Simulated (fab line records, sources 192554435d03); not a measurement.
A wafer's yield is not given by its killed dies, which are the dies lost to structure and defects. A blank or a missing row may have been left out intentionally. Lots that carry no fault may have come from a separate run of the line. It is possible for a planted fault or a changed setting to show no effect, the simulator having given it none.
One fault seen from 2 desks || flow n5-finfet || each desk has only its own numbers; what lay behind them comes last

== FOR THE TOOL OWNER'S DESK: euv-scanner-01 ==
The tool's own readings at N5_BEOL_M6_EXPOSE_25 (exposes mask V5, target cd 40 nm): means of the sampled wafers that have a number, for each lot that ran on this tool. If a lot's mean is further than 4 standard deviations from the usual mean, the lot is out of limits and carries the mark OUT (the distance appears in the brackets).
Columns: A = exposure-dose-mJ-cm2 at N5_BEOL_M6_EXPOSE_25, usual 44.99
{"lot": "L103", "first seen here": "day 8 21:27", "A": 44.95}
{"lot": "L104", "first seen here": "day 9 03:07", "A": 44.97}
{"lot": "L105", "first seen here": "day 9 07:01", "A": 44.97}
{"lot": "L106", "first seen here": "day 9 09:28", "A": 45.07}
{"lot": "L107", "first seen here": "day 9 19:51", "A": 44.99}
{"lot": "L119", "first seen here": "day 13 05:10", "A": "43.22 (-40) OUT"}
{"lot": "L117", "first seen here": "day 13 11:59", "A": "43.60 (-32) OUT"}
This desk's finding: out of limits on L117, L119; first on L119, day 13 05:10 (exposure-dose-mJ-cm2 at N5_BEOL_M6_EXPOSE_25). L103, L104, L105, L106, L107: within limits.

== METROLOGY DESK ==
What the gauges read for every lot (on any tool): the sampled wafers with a number, averaged. If a lot's mean is further than 4 standard deviations from the usual mean, the lot is out of limits and carries the mark OUT (the distance appears in the brackets).
Columns: A = M6_ILD_THK at N5_BEOL_M6_THK_MEAS_01, usual 155.8 nm; B = cd-nm at N5_BEOL_M6_CD_MEAS_18, usual 39.8 nm; C = cd-nm at N5_BEOL_M6_CD_MEAS_28, usual 39.89 nm
{"lot": "L103", "first seen here": "day 8 18:41", "A": 156.3, "B": 39.9, "C": 40.03}
{"lot": "L104", "first seen here": "day 8 20:15", "A": 156.7, "B": 39.8, "C": 39.92}
{"lot": "L105", "first seen here": "day 9 01:21", "A": 156.6, "B": 39.5, "C": 40.04}
{"lot": "L106", "first seen here": "day 9 06:35", "A": 159.8, "B": 41.1, "C": 39.89}
{"lot": "L107", "first seen here": "day 9 17:46", "A": 155.5, "B": 40.4, "C": 39.77}
{"lot": "L108", "first seen here": "day 10 00:01", "A": 155.9, "B": 40.2, "C": 40.06}
{"lot": "L119", "first seen here": "day 13 00:31", "A": 156.2, "B": 39.8, "C": 39.03}
{"lot": "L117", "first seen here": "day 13 07:43", "A": 157.5, "B": 40.1, "C": 38.99}
{"lot": "L124", "first seen here": "day 13 20:35", "A": 156.9, "B": 39.7, "C": 39.82}
{"lot": "L123", "first seen here": "day 14 05:50", "A": 154.7, "B": 40.2, "C": 39.94}
This desk found nothing out of limits on any of the 10 lots.

== TAKEN TOGETHER ==
An alarm could have come from the tool owner's desk at day 13 05:10, on L117, L119.
At the metrology desk, nothing out of limits was observed.
The metrology desk has L117, L119 on record, within its limits.
N5_BEOL_M6_EXPOSE_25 was run on euv-scanner-01 by each of the lots named.

== WHAT THE SIMULATOR PUT IN ==
Process parameter drift: euv-scanner-01, from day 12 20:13 on, at N5_BEOL_M6_EXPOSE_25. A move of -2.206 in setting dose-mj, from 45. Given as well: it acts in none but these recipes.
Struck lots among those shown: L117, L119.
Delay in hours, fault start to first out-of-limits reading, by desk: the tool owner's desk at 9.
